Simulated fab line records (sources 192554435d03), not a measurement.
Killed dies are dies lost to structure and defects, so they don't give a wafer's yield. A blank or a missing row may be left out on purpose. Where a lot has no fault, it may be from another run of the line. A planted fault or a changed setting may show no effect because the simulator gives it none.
fab line records + flow n5-finfet + part 2 of 2: steps 25 to 34 of 34
record
- lots=5
- wafers=15
- last-day=16
route steps=1938 shown BEOL_M5@1119
lots untouched by any fault: they come from a run of this same line in which no faults occurred
start-h: hours from the record's opening day to when the first of the lot's shown wafers began + wait-h: hours since the lot's step before + " unchanged from the row above + L1.1+2: a row that stands for several wafers + - value missing, or start not given + * or withheld: withheld + < > ~ a bound
route shown NAME@n: names a module that has steps shown in the file, with the first one's number in the route + usual: the fault-free wafers' mean and standard deviation + same: alike in all rows + chamber/n: place in a boat + sites: per-site readings + _std_site: standard deviation of those values + _edge_site: outer sites' mean less inner sites' + radius-mm: for every site, how far away it sits from the centre of the wafer + mask NAME#n: copy n + behind: the last tool/chamber to shape the wafer + hold: reason for holding the lot/hours on hold/outcome of the hold + device: the n, p or np transistor that did not switch + end of line: tests of these same wafers at the route's end + a step without rows: its recipe alone + killed: the dies lost at the first sort to structure and to defects; this is not the yield of the wafer + map: shows each die of a wafer: x if killed, . if not, _ if none is there
set.NAME: the setting the step ran with; set.NAME@STEP: the setting that earlier step ran with + model.NAME: the simulator's own value behind a step, which no gauge read
lots seen at some steps along the route; tables by step, rows by wafer
services: the hour from which a tool's chamber was out of use, counted from the record's first day as start-h (under 0 if before that day), plus the number of hours and why
## steps
# step N5_BEOL_M5_EBR_24
# recipe
- solvent=PGMEA
- ebr-width-mm=1.5
# same
- ebr-width-mm=1.5
| lot.wafer  | tool           | chamber | start-h | wait-h |
|------------|----------------|---------|---------|--------|
| L076.3+5+6 | litho-track-05 | 0       | -       | -      |
| L080.1+3+6 | litho-track-04 | 0       | -       | -      |
| L088.2+5+6 | litho-track-05 | 0       | -       | -      |
| L090.4+5+6 | litho-track-03 | 0       | -       | -      |
| L093.2+3+5 | litho-track-05 | 0       | -       | -      |
# step N5_BEOL_M5_SOFTBAKE_23
# recipe
- temp-c=110
- time-s=60
- resist=CAR-EUV
| lot.wafer  | tool           | chamber | start-h | wait-h |
|------------|----------------|---------|---------|--------|
| L076.3+5+6 | litho-track-05 | 0       | -       | -      |
| L080.1+3+6 | litho-track-04 | 0       | -       | -      |
| L088.2+5+6 | litho-track-05 | 0       | -       | -      |
| L090.4+5+6 | litho-track-03 | 0       | -       | -      |
| L093.2+3+5 | litho-track-05 | 0       | -       | -      |
# step N5_BEOL_M5_EXPOSE_25
# recipe
- mask-id=V4
- na=0.33
- source-shape=quasar
- sigma-inner=0.2
- sigma-outer=0.6
- polarization=unpolarized
- defocus-nm=10
- dose-mj=52.75
# usual
- reticle-temp-C=22.96/0.12
| lot.wafer | tool           | chamber | start-h | wait-h | mask | reticle-temp-C |
|-----------|----------------|---------|---------|--------|------|----------------|
| L076.3    | euv-scanner-02 | 0       | 200.56  | -      | V4#0 | 22.62          |
| L076.5    | "              | 0       | "       | "      | V4#0 | 22.79          |
| L076.6    | "              | 0       | "       | "      | V4#0 | 22.79          |
| L080.1    | euv-scanner-02 | 0       | 212.23  | -      | V4#0 | 23.14          |
| L080.3    | "              | 0       | "       | "      | V4#0 | 23.08          |
| L080.6    | "              | 0       | "       | "      | V4#0 | 23.05          |
| L088.2    | euv-scanner-01 | 0       | 265.93  | -      | V4#0 | 22.83          |
| L088.5    | "              | 0       | "       | "      | V4#0 | 22.94          |
| L088.6    | "              | 0       | "       | "      | V4#0 | 22.93          |
| L090.4    | euv-scanner-01 | 0       | 281.81  | -      | V4#0 | 22.88          |
| L090.5    | "              | 0       | "       | "      | V4#0 | 22.80          |
| L090.6    | "              | 0       | "       | "      | V4#0 | 22.94          |
| L093.2    | euv-scanner-01 | 0       | 287.68  | -      | V4#0 | 23.02          |
| L093.3    | "              | 0       | "       | "      | V4#0 | 23.03          |
| L093.5    | "              | 0       | "       | "      | V4#0 | 23.00          |
# step N5_BEOL_M5_PEB_26
# recipe
- peb-temp-c=100
- peb-time-s=60
- resist=CAR-EUV
| lot.wafer  | tool           | chamber | start-h | wait-h |
|------------|----------------|---------|---------|--------|
| L076.3+5+6 | litho-track-03 | 0       | 200.61  | 0.0    |
| L080.1+3+6 | litho-track-03 | 0       | 212.30  | 0.1    |
| L088.2+5+6 | litho-track-04 | 0       | 265.99  | 0.1    |
| L090.4+5+6 | litho-track-03 | 0       | 281.86  | 0.0    |
| L093.2+3+5 | litho-track-05 | 0       | 287.75  | 0.1    |
# step N5_BEOL_M5_DEVELOP_27
# recipe
- develop-time-s=30
- developer=TMAH
- resist=CAR-EUV
- rinse-liquid=surfactant-rinse
- dry=air-spin
- dev-temp-c=23
| lot.wafer  | tool           | chamber | start-h | wait-h |
|------------|----------------|---------|---------|--------|
| L076.3+5+6 | litho-track-03 | 0       | -       | -      |
| L080.1+3+6 | litho-track-03 | 0       | -       | -      |
| L088.2+5+6 | litho-track-04 | 0       | -       | -      |
| L090.4+5+6 | litho-track-03 | 0       | -       | -      |
| L093.2+3+5 | litho-track-05 | 0       | -       | -      |
# step N5_BEOL_M5_CD_MEAS_28
# recipe
- target-cd-nm=30.6
- landing-energy-ev=500
- detector=se-inlens
- target-cd-y-nm=20
- polarity=opening
# usual
- cd-nm=30.62/0.26
| lot.wafer | tool      | chamber | start-h | wait-h | cd-nm |
|-----------|-----------|---------|---------|--------|-------|
| L076.3    | cd-sem-03 | 0       | 200.68  | -      | 30.73 |
| L076.5    | "         | 0       | "       | "      | 30.45 |
| L076.6    | "         | 0       | "       | "      | 30.63 |
| L080.1    | cd-sem-02 | 0       | 212.37  | -      | 30.43 |
| L080.3    | "         | 0       | "       | "      | 30.22 |
| L080.6    | "         | 0       | "       | "      | 30.22 |
| L088.2    | cd-sem-03 | 0       | 266.06  | -      | 29.97 |
| L088.5    | "         | 0       | "       | "      | 30.18 |
| L088.6    | "         | 0       | "       | "      | 30.20 |
| L090.4    | cd-sem-03 | 0       | 281.93  | -      | 30.58 |
| L090.5    | "         | 0       | "       | "      | 31.00 |
| L090.6    | "         | 0       | "       | "      | 30.66 |
| L093.2    | cd-sem-02 | 0       | 287.81  | -      | 30.89 |
| L093.3    | "         | 0       | "       | "      | 30.56 |
| L093.5    | "         | 0       | "       | "      | 30.76 |
# step N5_BEOL_M5_OVL_MEAS_29
# recipe
- points-per-wafer=522
# usual
- V4_OVL=0.1/0.63
# same
- points-per-wafer=522
| lot.wafer | tool       | chamber | start-h | wait-h | V4_OVL[nm] |
|-----------|------------|---------|---------|--------|------------|
| L076.3    | overlay-01 | 0       | 200.72  | 0.0    | -0.5       |
| L076.5    | "          | 0       | "       | "      | -0.6       |
| L076.6    | "          | 0       | "       | "      | -0.7       |
| L080.1    | overlay-01 | 0       | 212.40  | 0.0    | 0.5        |
| L080.3    | "          | 0       | "       | "      | 1.4        |
| L080.6    | "          | 0       | "       | "      | 0.1        |
| L088.2    | overlay-01 | 0       | 266.10  | 0.0    | -0.4       |
| L088.5    | "          | 0       | "       | "      | -1.0       |
| L088.6    | "          | 0       | "       | "      | 0.0        |
| L090.4    | overlay-02 | 0       | 281.97  | 0.0    | -0.5       |
| L090.5    | "          | 0       | "       | "      | 0.1        |
| L090.6    | "          | 0       | "       | "      | -0.8       |
| L093.2    | overlay-02 | 0       | 287.85  | 0.0    | 0.7        |
| L093.3    | "          | 0       | "       | "      | -0.6       |
| L093.5    | "          | 0       | "       | "      | 0.0        |
# step N5_BEOL_M5_INSPECT_30
# recipe
- mode=adi
- inspect-instrument=brightfield
# usual
- raw-defect-count=438/110
| lot.wafer | tool              | chamber | start-h | wait-h | raw-defect-count |
|-----------|-------------------|---------|---------|--------|------------------|
| L076.3    | defect-inspect-02 | -       | 200.77  | 0.0    | 360              |
| L076.5    | "                 | -       | "       | "      | 429              |
| L076.6    | "                 | -       | "       | "      | 474              |
| L080.1    | defect-inspect-02 | -       | 212.46  | 0.1    | 286              |
| L080.3    | "                 | -       | "       | "      | 379              |
| L080.6    | "                 | -       | "       | "      | 212              |
| L088.2    | defect-inspect-02 | -       | 266.15  | 0.0    | 404              |
| L088.5    | "                 | -       | "       | "      | 318              |
| L088.6    | "                 | -       | "       | "      | 451              |
| L090.4    | defect-inspect-02 | -       | 282.01  | 0.0    | 328              |
| L090.5    | "                 | -       | "       | "      | 417              |
| L090.6    | "                 | -       | "       | "      | 433              |
| L093.2    | defect-inspect-01 | -       | 287.90  | 0.0    | 423              |
| L093.3    | "                 | -       | "       | "      | 391              |
| L093.5    | "                 | -       | "       | "      | 450              |
# step N5_BEOL_M5_DESCUM_33
# recipe
- chemistry=O2
- time-s=7
- source-power-w=50
- bias-power-w=20
- pressure-mtorr=20
- rf-frequency-hz=2.712e+07
- temp-c=40
- resist=CAR-EUV
- o2-flow-sccm=225
# usual
- drypump-motor-current-A=5.7/0.42
- oes-product-au=0.81/0.089
- rf-vpp-V=242.8/1.5
- showerhead-plenum-p-Torr=2.07/0.079
- throttle-valve-pct=20.44/0.23
| lot.wafer | tool        | chamber | start-h | wait-h | drypump-motor-current-A | oes-product-au | rf-hours-counter-h | rf-vpp-V | showerhead-plenum-p-Torr | throttle-valve-pct |
|-----------|-------------|---------|---------|--------|-------------------------|----------------|--------------------|----------|--------------------------|--------------------|
| L076.3    | rie-diel-02 | 1       | 200.80  | 0.0    | 5.2                     | 0.88           | 31                 | 241.8    | 2.05                     | 20.07              |
| L076.5    | "           | 0       | "       | "      | 5.0                     | 0.77           | -                  | 240.9    | 1.93                     | 20.56              |
| L076.6    | "           | 1       | "       | "      | 5.2                     | 0.88           | -                  | 242.9    | 2.05                     | 20.08              |
| L080.1    | rie-diel-04 | 2       | 213.47  | 1.0    | 5.5                     | 0.95           | 9                  | 244.5    | 2.17                     | 20.48              |
| L080.3    | "           | 0       | "       | "      | 6.4                     | 0.77           | 126                | 241.2    | 1.93                     | 20.57              |
| L080.6    | "           | 2       | "       | "      | 5.5                     | 0.96           | -                  | 243.6    | 2.17                     | 20.48              |
| L088.2    | rie-diel-02 | 1       | 266.65  | 0.5    | 5.2                     | 0.89           | 48                 | 242.4    | 2.04                     | 20.09              |
| L088.5    | "           | 3       | "       | "      | 5.4                     | 0.71           | -                  | 243.3    | 2.09                     | 20.57              |
| L088.6    | "           | 1       | "       | "      | 5.2                     | 0.87           | -                  | 241.7    | 2.04                     | 20.08              |
| L090.4    | rie-diel-02 | 3       | 282.06  | 0.0    | 5.4                     | 0.70           | -                  | 242.8    | 2.09                     | 20.56              |
| L090.5    | "           | 0       | "       | "      | 5.0                     | 0.76           | -                  | 240.3    | 1.92                     | 20.61              |
| L090.6    | "           | 1       | "       | "      | 5.2                     | 0.86           | -                  | 241.9    | 2.04                     | 20.11              |
| L093.2    | rie-diel-02 | 2       | 287.93  | 0.0    | 5.7                     | 1.01           | 1                  | 242.2    | 2.04                     | 19.99              |
| L093.3    | "           | 0       | "       | "      | 5.0                     | 0.76           | 181                | 238.8    | 1.92                     | 20.63              |
| L093.5    | "           | 3       | "       | "      | 5.5                     | 0.71           | -                  | 244.4    | 2.09                     | 20.56              |
# step N5_BEOL_M5_ETCH_75
# recipe
- chemistry=N2/H2
- target=underlayer
- target-depth-a=65
- mask-material=CAR-EUV
- time-s=5.2
- ion-energy-ev=200
- pressure-mtorr=30
- source-w=840
- bias-w=150
- n2-flow-sccm=200
- h2-flow-sccm=200
- ends=cleared
# usual
- drypump-motor-current-A=5.7/0.42
- etch-rf-on-time-s=5.19/0.11
- oes-product-au=0.69/0.072
- rf-vpp-V=523/3.1
- showerhead-plenum-p-Torr=2.51/0.092
- throttle-valve-pct=17.85/0.19
| lot.wafer | tool        | chamber | start-h | wait-h | drypump-motor-current-A | etch-rf-on-time-s | oes-product-au | rf-hours-counter-h | rf-vpp-V | showerhead-plenum-p-Torr | throttle-valve-pct |
|-----------|-------------|---------|---------|--------|-------------------------|-------------------|----------------|--------------------|----------|--------------------------|--------------------|
| L076.3    | rie-diel-02 | 1       | 200.84  | 0.0    | 5.2                     | 5.08              | 0.76           | 31                 | 523      | 2.49                     | 17.58              |
| L076.5    | "           | 0       | "       | "      | 5.0                     | 5.16              | 0.66           | -                  | 520      | 2.36                     | 18.01              |
| L076.6    | "           | 1       | "       | "      | 5.2                     | 5.12              | 0.75           | -                  | 522      | 2.49                     | 17.56              |
| L080.1    | rie-diel-04 | 2       | 213.50  | 0.0    | 5.5                     | 5.31              | 0.79           | 9                  | 526      | 2.59                     | 17.65              |
| L080.3    | "           | 0       | "       | "      | 6.3                     | 5.27              | 0.66           | 126                | 516      | 2.34                     | 17.90              |
| L080.6    | "           | 2       | "       | "      | 5.5                     | 5.26              | 0.79           | -                  | 525      | 2.59                     | 17.69              |
| L088.2    | rie-diel-02 | 1       | 266.68  | 0.0    | 5.2                     | 5.13              | 0.74           | 48                 | 523      | 2.48                     | 17.59              |
| L088.5    | "           | 3       | "       | "      | 5.5                     | 5.21              | 0.61           | -                  | 523      | 2.52                     | 17.85              |
| L088.6    | "           | 1       | "       | "      | 5.2                     | 5.18              | 0.73           | -                  | 525      | 2.48                     | 17.60              |
| L090.4    | rie-diel-02 | 3       | 282.09  | 0.0    | 5.4                     | 5.23              | 0.60           | -                  | 524      | 2.52                     | 17.88              |
| L090.5    | "           | 0       | "       | "      | 5.0                     | 5.16              | 0.65           | -                  | 518      | 2.35                     | 18.05              |
| L090.6    | "           | 1       | "       | "      | 5.2                     | 5.17              | 0.72           | -                  | 520      | 2.48                     | 17.62              |
| L093.2    | rie-diel-02 | 2       | 287.97  | 0.0    | 5.8                     | 5.04              | 0.87           | 1                  | 524      | 2.51                     | 17.58              |
| L093.3    | "           | 0       | "       | "      | 5.0                     | 5.21              | 0.64           | 181                | 517      | 2.35                     | 18.07              |
| L093.5    | "           | 3       | "       | "      | 5.4                     | 5.26              | 0.60           | -                  | 524      | 2.52                     | 17.90              |
## services
| tool           | chamber | start-h | hours | kind                          |
|----------------|---------|---------|-------|-------------------------------|
| rie-metal-01   | 1       | 180.25  | 2.8   | repair                        |
| rie-metal-01   | 1       | 183.06  | -     | clean                         |
| litho-track-05 | -       | 190.79  | -     | consumable-replace:filter     |
| rie-diel-02    | -       | 197.02  | 0.7   | repair                        |
| euv-scanner-01 | -       | 200.66  | 1.0   | pm                            |
| rie-diel-02    | 1       | 204.40  | 10.7  | repair                        |
| euv-scanner-01 | -       | 217.55  | 1.8   | repair                        |
| euv-scanner-02 | -       | 219.86  | 6.2   | pm                            |
| euv-scanner-02 | -       | 226.11  | 1.0   | pm                            |
| euv-scanner-01 | -       | 231.52  | 4.6   | pm                            |
| rie-diel-03    | 0       | 239.43  | 7.2   | repair                        |
| euv-scanner-01 | -       | 245.38  | 5.8   | pm                            |
| euv-scanner-02 | -       | 247.09  | -     | calibration                   |
| euv-scanner-01 | -       | 256.81  | 1.0   | pm                            |
| litho-track-04 | -       | 257.54  | -     | consumable-replace:filter     |
| rie-diel-02    | 0       | 259.82  | 6.2   | repair                        |
| euv-scanner-01 | 0       | 263.22  | -     | calibration                   |
| rie-diel-02    | 2       | 266.34  | -     | clean                         |
| rie-diel-02    | 2       | 266.34  | -     | consumable-replace:focus-ring |
| rie-diel-02    | 2       | 266.34  | 18.4  | scheduled-down                |
| rie-diel-02    | 2       | 266.34  | 18.4  | vent-cycle                    |
| rie-diel-04    | 2       | 277.56  | 5.6   | repair                        |
| euv-scanner-02 | -       | 279.13  | 1.0   | pm                            |
| rie-metal-02   | 1       | 281.50  | 1.1   | repair                        |
